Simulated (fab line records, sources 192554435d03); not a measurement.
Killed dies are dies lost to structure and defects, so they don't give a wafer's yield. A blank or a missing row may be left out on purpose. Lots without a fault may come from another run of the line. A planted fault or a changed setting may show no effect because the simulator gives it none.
fab line records | flow n5_finfet
record lots=4 wafers=12 last_day=20
route steps=1938 shown MOL_CONTACT_COAG@553 BEOL_M4@1111 PASSIVATION@1936
lots that met no fault: from a run of the same line without faults
start_h: hours from the record's first day to the start of the lot's first wafer shown | wait_h: hours since the lot's step before | " the same as in the row above | L1.1+2: a row that stands for several wafers | - no value, or no start given | * or withheld: withheld | < > ~ a bound
route shown NAME@n: a module of which the file shows steps, and the number in the route of the first | usual: mean/standard deviation of fault-free wafers | same: alike in all rows | chamber/n: place in a boat | sites: the reading at each site | _std_site: their standard deviation | _edge_site: outer sites' mean less inner sites' | radius_mm: how far each site lies from the wafer's centre | mask NAME#n: copy n | behind: the tool/chamber that last shaped the wafer | hold: why the lot was held/for how many hours/how that ended | device: the transistor (n, p or np) that didn't switch | end of line: the same wafers' tests at the end of the route | a step without rows: its recipe alone | killed: dies lost to structure and defects at the first sort, not the wafer's yield | map: a wafer's dies, x killed, . not, _ none there
set.NAME: the setting as run; set.NAME@STEP: as run at that earlier step | model.NAME: the simulator's own value behind a step, which no gauge read
lots at some steps of the route; a table a step, a row a wafer
services: from which hour (start_h, from the record's first day; less than 0 if before it) a tool's chamber was out of use, for how many hours, and why
## steps
# step N5_MOL_CONTACT_COAG_SRD_126
# recipe dry_time_s=32 dry=n2_spin spin_rpm=1500
# step N5_MOL_CONTACT_COAG_CMP_23
# recipe stop_on=SiO2 t_overpolish_s=1.5 post_cmp_clean=cu_alkaline down_force_psi=2 platen_rpm=50.289 pad_velocity_m_s=1.0006 target_thk_nm=0
# step N5_MOL_CONTACT_COAG_WET_ETCH_26
# recipe target=Co target_depth_nm=13
# step N5_MOL_CONTACT_COAG_WET_ETCH_116
# recipe chemistry=SC1-inhibited target_depth_nm=4.6 dry=ipa_marangoni rinse_time_s=30 rinse_temp_c=23
# step N5_MOL_CONTACT_COAG_ALD_27
# recipe material=SiOC target_thk_a=170 temp_c=400 ald_precursor_family=carbosiloxane ald_co_reactant=H2-plasma pulse_time_s=1.5 time_s=2720 purge_time_s=2 co_reactant_purge_time_s=2 ald_cycles=340 pressure_torr=2
# step N5_MOL_CONTACT_COAG_CMP_28
# recipe stop_on=SiNx t_overpolish_s=0.85 post_cmp_clean=alkaline_brush down_force_psi=4.15 platen_rpm=51.8 pad_velocity_m_s=1.0307 target_thk_nm=14.522
# step N5_MOL_CONTACT_COAG_ALD_123
# recipe material=SiNx target_thk_a=50 temp_c=400 ald_precursor_family=SiH2I2 ald_co_reactant=N2/H2-plasma pulse_time_s=1 purge_time_s=2 co_reactant_purge_time_s=2 ald_cycles=100 pressure_torr=2
# step N5_MOL_CONTACT_COAG_PECVD_31
# recipe material=SiO2 target_thk_a=460 temp_c=400 precursor=TEOS/O2 pressure_torr=6.5 rf_w=withheld teos_flow_sccm=withheld gas=O2 flow_sccm=2650 time_s=8.9
# step N5_MOL_CONTACT_COAG_COAT_75
# recipe resist=SOC temp_c=250 time_s=60 spin_rpm=1500 resist_thk_nm=60
# step N5_MOL_CONTACT_COAG_COAT_76
# recipe resist=SiARC temp_c=220 time_s=60 spin_rpm=1500 resist_thk_nm=10
# usual chill_plate_temp_C=22.99/0.11 heater_power_total_W=427.7/2.1 spin_speed_rpm=1500.0/1
# columns lot.wafer tool chamber start_h wait_h chill_plate_temp_C heater_power_total_W spin_speed_rpm model.SiARC_of_MOL_CONTACT_COAG_COAT_76.thk_nm
L804.2 litho_track-02 0 131.58 - 23.08 428.0 1584.4 9.8
L804.3 " 0 " " 23.17 428.5 1583.0 9.8
L804.4 " 0 " " 23.19 430.2 1580.0 9.8
L805.1 litho_track-02 0 137.82 - 22.81 425.1 1582.1 9.6
L805.3 " 0 " " 22.83 430.3 1582.7 9.8
L805.4 " 0 " " 22.98 427.7 1581.9 9.6
L816.1 litho_track-02 0 210.14 - 22.96 428.7 1500.3 10
L816.3 " 0 " " 23.11 429.3 1500.3 10
L816.4 " 0 " " 23.19 430.5 1498.4 10
L817.2 litho_track-01 0 215.88 - 23.14 425.4 1500.7 10
L817.5 " 0 " " 23.06 426.8 1501.0 10
L817.6 " 0 " " 23.19 426.5 1499.9 10
# step N5_MOL_CONTACT_COAG_COAT_77
# recipe resist=underlayer temp_c=205 time_s=60 spin_rpm=1500 resist_thk_nm=10
# step N5_MOL_CONTACT_COAG_COAT_78
# recipe resist=CAR-EUV spin_rpm=1500 resist_thk_nm=40
# step N5_MOL_CONTACT_COAG_EBR_80
# recipe solvent=PGMEA ebr_width_mm=1.5
# step N5_MOL_CONTACT_COAG_SOFTBAKE_79
# recipe temp_c=110 time_s=60 resist=CAR-EUV
# step N5_MOL_CONTACT_COAG_EXPOSE_81
# recipe mask_id=VG na=0.33 source_shape=annular sigma_inner=0.3 sigma_outer=0.7 polarization=unpolarized defocus_nm=0 dose_mj=59.5
# step N5_MOL_CONTACT_COAG_PEB_82
# recipe peb_temp_c=100 peb_time_s=60 resist=CAR-EUV
# step N5_MOL_CONTACT_COAG_DEVELOP_83
# recipe develop_time_s=30 developer=TMAH resist=CAR-EUV rinse_liquid=surfactant_rinse dry=air_spin dev_temp_c=23
# step N5_MOL_CONTACT_COAG_DESCUM_88
# recipe chemistry=O2 time_s=7 source_power_w=50 bias_power_w=20 pressure_mtorr=20 rf_frequency_hz=2.712e+07 temp_c=40 resist=CAR-EUV o2_flow_sccm=225
# step N5_MOL_CONTACT_COAG_ETCH_89
# recipe chemistry=N2/H2 target=underlayer target_depth_a=130 mask_material=CAR-EUV time_s=10.4 ion_energy_ev=200 pressure_mtorr=30 source_w=840 bias_w=150 n2_flow_sccm=200 h2_flow_sccm=200 ends=cleared
# step N5_MOL_CONTACT_COAG_ETCH_90
# recipe chemistry=CF4 target=SiARC target_depth_a=130 mask_material=CAR-EUV time_s=21.7 ion_energy_ev=80 pressure_mtorr=40 source_w=545 bias_w=36 Ar_flow_sccm=100 cf4_flow_sccm=100 ends=cleared
# usual drypump_motor_current_A=5.9/0.58 etch_rf_on_time_s=21.6/0.5 oes_product_au=0.70/0.077 rf_fwd_power_W=532.1/1.9 rf_vpp_V=184.2/1.3 showerhead_plenum_p_Torr=2.15/0.092 throttle_valve_pct=15.49/0.21
# columns lot.wafer tool chamber start_h wait_h drypump_motor_current_A etch_rf_on_time_s oes_product_au rf_fwd_power_W rf_hours_counter_h rf_vpp_V showerhead_plenum_p_Torr throttle_valve_pct model.etch.depth_nm
L804.2 rie_diel-05 3 132.16 0.0 5.3 21.5 0.63 530.2 169 183.8 2.14 15.38 9.75
L804.3 " 2 " " 5.8 20.8 0.74 533.6 54 183.9 2.16 15.14 9.724
L804.4 " 0 " " 6.4 21.4 0.60 533.4 227 181.9 2.04 16.09 9.731
L805.1 rie_diel-03 3 138.32 0.0 6.0 20.4 0.58 531.5 237 183.4 2.02 15.65 9.646
L805.3 " 1 " " 6.2 20.3 0.78 530.2 36 183.8 2.09 15.68 9.702
L805.4 " 2 " " 5.7 21.0 0.57 532.3 246 182.0 2.03 15.86 9.69
L816.1 rie_diel-05 3 210.72 0.0 5.3 21.7 0.63 529.5 198 183.8 2.13 15.43 10.05
L816.3 " 2 " " 5.8 21.6 0.70 535.6 83 184.9 2.15 15.19 10.06
L816.4 " 1 " " 5.2 22.0 0.61 530.3 - 183.1 2.10 15.50 10.04
L817.2 rie_diel-03 1 216.46 0.0 6.3 20.9 0.74 531.7 65 181.8 2.08 15.77 10.02
L817.5 " 0 " " 5.0 22.1 0.59 530.3 - 182.6 2.11 15.44 10.03
L817.6 " 2 " " 5.8 21.2 0.81 535.5 - 186.3 2.28 15.41 9.991
# step N5_MOL_CONTACT_COAG_ALD_131
# recipe material=SiO2 target_thk_a=50 temp_c=100 ald_precursor_family=BDEAS ald_co_reactant=O2-plasma pulse_time_s=1 co_reactant_pulse_time_s=1 purge_time_s=2 co_reactant_purge_time_s=2 ald_cycles=35 pressure_torr=2
# step N5_MOL_CONTACT_COAG_ETCHBACK_132
# recipe chemistry=CHF3 target=SiO2 target_depth_a=100 time_s=6.7 ion_energy_ev=200 pressure_mtorr=30 source_w=610 bias_w=170 Ar_flow_sccm=200 CHF3_flow_sccm=50
# step N5_MOL_CONTACT_COAG_ETCH_91
# recipe chemistry=N2/H2 target=SOC target_depth_a=600 overetch_a=210 mask_material=SiARC temp_c=40 time_s=101.2 ion_energy_ev=200 pressure_mtorr=30 source_w=840 bias_w=150 n2_flow_sccm=200 h2_flow_sccm=200
# usual drypump_motor_current_A=5.9/0.61 oes_product_au=0.67/0.071 rf_fwd_power_W=835.8/2.7 rf_vpp_V=524/3.2 showerhead_plenum_p_Torr=2.56/0.11 throttle_valve_pct=17.78/0.23
# columns lot.wafer tool chamber start_h wait_h drypump_motor_current_A oes_product_au rf_fwd_power_W rf_hours_counter_h rf_vpp_V showerhead_plenum_p_Torr throttle_valve_pct model.SiARC_of_MOL_CONTACT_COAG_COAT_76.thk_nm
L804.2 rie_diel-02 3 132.50 0.0 6.8 0.69 835.0 56 528 2.70 17.98 5.4
L804.3 " 0 " " 5.3 0.74 840.4 22 528 2.71 17.76 5.6
L804.4 " 1 " " 5.7 0.78 835.3 11 523 2.51 17.53 5.6
L805.1 rie_diel-02 0 138.62 0.0 5.3 0.74 834.6 25 529 2.71 17.76 5.6
L805.3 " 1 " " 5.6 0.78 840.2 14 524 2.51 17.54 5.6
L805.4 " 3 " " 6.8 0.69 837.2 59 529 2.70 17.97 5.4
L816.1 rie_diel-05 2 211.16 0.0 5.9 0.68 833.7 83 523 2.56 17.40 6
L816.3 " 3 " " 5.3 0.61 837.1 198 523 2.54 17.79 6
L816.4 " 1 " " 5.2 0.60 832.4 - 522 2.51 17.61 6
L817.2 rie_diel-05 3 216.75 0.0 5.3 0.61 834.8 201 523 2.54 17.83 6
L817.5 " 2 " " 5.8 0.68 838.5 - 523 2.56 17.40 6
L817.6 " 1 " " 5.2 0.58 832.4 - 524 2.51 17.60 6
# step N5_MOL_CONTACT_COAG_STRIP_92
# recipe chemistry=N2/H2 temp_c=40 n2_flow_sccm=200 h2_flow_sccm=200 rf_frequency_hz=6e+07
# step N5_BEOL_M4_RC_MEAS_101
# usual DIBL_N=37.0/1.6 DIBL_P=37.0/2.1 IOFF_N=0.17/0.032 IOFF_P=0.22/0.043 ION_N=679/13 ION_P=465/9.5 SS_N=71.7/0.59 SS_P=73.6/0.64 VT_N=249/3.2 VT_P=-249/4.1
# columns lot.wafer tool chamber start_h wait_h DIBL_N[mV/V] DIBL_P[mV/V] IOFF_N[nA/um] IOFF_P[nA/um] ION_N[uA/um] ION_P[uA/um] SS_N[mV/dec] SS_P[mV/dec] VT_N[mV] VT_P[mV]
L805.1 prober-01 0 277.71 0.0 37.9 37.8 0.16 0.24 677 469 71.3 73.5 252 -250
L805.3 " 0 " " 37.2 36.1 0.15 0.20 689 471 71.7 72.8 252 -251
L805.4 " 0 " " 37.6 36.9 0.17 0.22 691 471 71.7 72.9 250 -250
L804.2 prober-02 0 298.71 0.2 38.1 38.1 0.21 0.27 683 468 72.0 74.0 246 -242
L804.3 " 0 " " 34.7 35.4 0.15 0.21 695 471 70.9 72.8 250 -248
L804.4 " 0 " " 38.3 40.5 0.23 0.32 702 483 72.1 73.9 245 -243
L817.2 prober-02 0 343.44 0.2 37.2 37.7 0.18 0.23 681 460 72.5 72.6 250 -248
L817.5 " 0 " " 37.1 37.8 0.19 0.24 675 460 71.9 74.1 248 -249
L817.6 " 0 " " 36.2 36.4 0.16 0.22 669 459 72.0 72.9 250 -249
L816.1 prober-02 0 363.65 0.0 36.2 35.1 0.15 0.20 665 454 71.8 73.1 253 -255
L816.3 " 0 " " 33.1 30.6 0.10 0.14 649 451 70.4 72.3 254 -259
L816.4 " 0 " " 35.2 34.6 0.13 0.19 668 459 70.9 73.0 252 -254
# step N5_PASSIVATION_PROBE_49
# usual defect_limited_yield=91.2/1.6 killed_at_M0_to_M3=33/11 killed_at_M4_up=14/5 killed_at_contacts=12/5.8 killed_at_front_end=41/12 killed_at_other=3.5/2.9 killed_dies=104/19 killed_open=68/14 killed_short=34/8.8 sort_bin_5_function=5.2/1.1 sort_bin_6_memory=3.2/0.71 sort_n_pass=1076/19 sort_yield_pct=91.2/1.6
# same gross_dies=1180 killed_at_back_side=0 sort_bin_4_leakage[%]=0 sort_bin_8_speed[%]=0
# columns lot.wafer tool chamber start_h wait_h defect_limited_yield[%] killed_at_M0_to_M3 killed_at_M4_up killed_at_contacts killed_at_front_end killed_at_other killed_dies killed_open killed_short sort_bin_5_function[%] sort_bin_6_memory[%] sort_n_pass sort_yield_pct[%]
L805.1 prober-02 - 385.71 0.0 88.9 37 17 10 63 4 131 81 49 7.8 3.0 1049 88.9
L805.3 prober-02 - 385.81 0.1 90.2 35 10 17 47 7 116 66 34 5.2 3.2 1064 90.2
L805.4 prober-02 - 385.86 0.2 94.1 21 5 19 24 1 70 45 23 3.6 1.9 1110 94.1
L817.6 prober-02 - 453.05 0.3 91.4 28 15 10 43 5 101 63 38 5.6 3.0 1079 91.4
L816.1 prober-02 - 474.56 0.0 89.9 37 19 7 53 3 119 83 32 6.6 3.4 1061 89.9
# killed by level:class
L805.1 FIN_SAQP:geometric_particle:open=15 GATE_CUT:geometric_particle:short=10 BEOL_M0_SAQP:geometric_particle:open=9 BEOL_M0_SAQP:geometric_particle:short=9 STI_FIN_REVEAL:geometric_particle:open=9 DUMMY_GATE:geometric_particle:open=8 FIN_SAQP:geometric_particle:short=6 BEOL_M0:geometric_particle:open=6
L805.3 MOL_CONTACT_COAG:geometric_particle:open=14 HKMG_FIN:area_etch=14 STI_FIN_REVEAL:geometric_particle:open=9 BEOL_M3:geometric_particle:open=9 BEOL_M0_SAQP:geometric_particle:short=8 BEOL_M0_SAQP:geometric_particle:open=8 GATE_CUT:geometric_particle:short=6 STARTING-WAFER:geometric_particle:short=4
L805.4 MOL_CONTACT_COAG:geometric_particle:open=16 BEOL_M2:geometric_particle:open=5 FIN_SAQP:geometric_particle:short=3 DUMMY_GATE:geometric_particle:open=3 ILD0:geometric_particle:open=3 GATE_CUT:geometric_particle:short=3 GATE_CUT:geometric_particle:open=3 BEOL_M1:geometric_particle:open=3
L817.6 BEOL_M3:geometric_particle:short=10 STI_FIN_REVEAL:geometric_particle:open=9 MOL_CONTACT_COAG:geometric_particle:open=8 BEOL_M4:geometric_particle:open=7 FIN_SAQP:geometric_particle:open=6 FIN_SAQP:geometric_particle:short=6 BEOL_M3:geometric_particle:open=4 GATE_CUT:geometric_particle:short=4
L816.1 FIN_SAQP:geometric_particle:open=13 FIN_SAQP:geometric_particle:short=10 BEOL_M0_SAQP:geometric_particle:open=9 BEOL_M2:geometric_particle:open=9 STI_FIN_REVEAL:geometric_particle:open=8 BEOL_M4:geometric_particle:open=8 DUMMY_GATE:geometric_particle:open=7 MOL_CONTACT_COAG:geometric_particle:open=6
## services
# columns tool chamber start_h hours kind
rie_diel-03 - 145.13 5.1 repair
rie_diel-05 - 153.20 0.2 repair
rie_diel-03 2 155.59 - clean
rie_diel-03 2 155.59 - consumable_replace:focus_ring
rie_diel-03 2 155.59 - consumable_replace:showerhead
rie_diel-03 2 155.59 19.7 scheduled_down
rie_diel-03 2 155.59 19.7 vent_cycle
rie_diel-02 1 172.00 5.8 repair
rie_diel-03 3 172.89 20.0 repair
rie_diel-05 0 200.20 - clean
rie_diel-05 0 200.20 - consumable_replace:focus_ring
rie_diel-05 0 200.20 - consumable_replace:showerhead
rie_diel-05 0 200.20 24.7 scheduled_down
rie_diel-05 0 200.20 24.7 vent_cycle
## key
first_sign step=N5_MOL_CONTACT_COAG_COAT_76 reading=spin_speed_rpm direction=up sigmas=80 usual=* struck=*
effect none on later readings
model_effect step=N5_MOL_CONTACT_COAG_COAT_76 value=SiARC_of_MOL_CONTACT_COAG_COAT_76.thk_nm without=10 struck=9.733
model_effect step=N5_MOL_CONTACT_COAG_ETCH_90 value=etch.depth_nm without=9.971 struck=9.707
model_effect step=N5_MOL_CONTACT_COAG_ETCH_91 value=SiARC_of_MOL_CONTACT_COAG_COAT_76.thk_nm without=5.8 struck=5.533
met_at N5_MOL_CONTACT_COAG_COAT_76
struck_wafers L804.2,L804.3,L804.4,L805.1,L805.3,L805.4
baseline_loss step=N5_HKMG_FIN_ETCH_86 wafers=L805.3
fault kind=process_parameter_drift tool=litho_track-02 chamber=- onset_h=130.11 steps=N5_MOL_CONTACT_COAG_COAT_76 channel=spin_rpm offset=* shape=step end_h=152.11 acts_in=* stated=*
# baseline_loss: these wafers lose ten dies or more at that step, a loss of the line's own and not of a fault; the sort's usual values leave them out
